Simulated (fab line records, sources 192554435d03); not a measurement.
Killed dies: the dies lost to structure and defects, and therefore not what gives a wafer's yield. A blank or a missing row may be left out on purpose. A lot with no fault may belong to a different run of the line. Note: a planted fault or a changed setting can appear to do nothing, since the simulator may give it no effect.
Chamber matching	flow n5Finfet	N5_GATE_CUT_STRIP_42 on rieDiel-06 has 4 sister chambers
The step strips in O2. 8 wafers are shown with their chamber, then 9 later ones without.

## WAFERS WITH THEIR CHAMBER
wafer	chamber	throttleValvePct (%)	drypumpMotorCurrentA (A)
L075.5	1	17.13	5.2
L080.6	1	17.14	5.1
L085.4	2	16.53	6.0
L085.5	3	16.66	6.0
L085.6	0	16.03	6.6
L087.4	2	16.54	6.0
L087.5	0	16.05	6.6
L087.6	3	16.66	6.0

## WAFERS WHOSE CHAMBER IS MISSING
wafer	throttleValvePct (%)	drypumpMotorCurrentA (A)
L088.2	16.70	5.2
L088.3	16.07	6.6
L088.4	16.55	5.9
L097.1	16.58	6.0
L097.2	16.72	5.2
L097.3	16.67	6.0
L097.4	16.09	6.6
L097.5	16.09	6.6
L097.6	16.69	6.0

## EACH ONE'S CHAMBER
wafer	from the rows above	in truth
L088.2	3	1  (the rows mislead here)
L088.3	0	0
L088.4	2	2
L097.1	2	2
L097.2	3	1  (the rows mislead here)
L097.3	3	3
L097.4	0	0
L097.5	0	0
L097.6	3	3
Correctly placed: 7 of 9. Can't be placed from these rows: 0. Number placed wrongly: 2.
How it was worked out, from the rows above alone: a wafer's distance from a chamber is the root of the sum, over the readings, of the square of ((its reading less the chamber's mean) divided by the reading's scatter). The wafer belongs to the nearest chamber; if the next one is less than 2 further off, it can't be placed. Each chamber's mean is taken over the wafers shown for it. How the scatter is found: for the shown wafers, subtract from each reading the mean of its chamber, square and add these, divide the total by (wafers less chambers), then take the root.
